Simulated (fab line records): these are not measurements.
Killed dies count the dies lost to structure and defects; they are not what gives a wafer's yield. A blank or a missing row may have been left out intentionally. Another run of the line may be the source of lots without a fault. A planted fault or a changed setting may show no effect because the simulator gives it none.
Matching of chambers + flow nand_harc + ald_hk-01 running NHARC_A_CHANNEL_FILL_D1_ALD_16: 4 sister chambers
The step deposits SiO2, target thk 1.5 nm, pulse time 10 s, ald cycles 15. 4 wafers are shown with their chamber, then 9 later ones without.

## EACH WAFER AND ITS CHAMBER
| wafer  | chamber | heater_power_w (W) |
|--------|---------|--------------------|
| L083.3 | 1       | 506                |
| L084.1 | 2       | 464                |
| L085.5 | 3       | 489                |
| L085.6 | 0       | 449                |

## WAFERS MISSING THEIR CHAMBER
| wafer  | heater_power_w (W) |
|--------|--------------------|
| L088.3 | 450                |
| L088.4 | 492                |
| L088.6 | 488                |
| L092.2 | 471                |
| L092.4 | 450                |
| L092.6 | 500                |
| L094.2 | 489                |
| L094.5 | 489                |
| L094.6 | 466                |

## WHICH CHAMBER EACH ONE RAN IN
| wafer  | from the rows above     | in truth                   |
|--------|-------------------------|----------------------------|
| L088.3 | 0                       | 0                          |
| L088.4 | 3                       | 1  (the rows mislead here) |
| L088.6 | 3                       | 3                          |
| L092.2 | 2                       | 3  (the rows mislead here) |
| L092.4 | 0                       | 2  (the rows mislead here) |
| L092.6 | can't be placed: 1 or 3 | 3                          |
| L094.2 | 3                       | 3                          |
| L094.5 | 3                       | 3                          |
| L094.6 | 2                       | 2                          |
Placed correctly: 5 of 9. These rows do not allow placing 1 (true chamber among the candidates in 1). Placed wrongly: 3.
How it was worked out, from the rows above alone: a wafer's distance from a chamber is the root of the sum, over the readings, of the square of ((its reading less the chamber's mean) divided by the reading's scatter). The wafer belongs to the nearest chamber; if the next one is less than 2 further off, it can't be placed. The mean given for a chamber averages the wafers shown for that chamber. The scatter: with one shown wafer a chamber, the root of the mean of the squares of how far each hidden wafer lies from its nearest shown one.
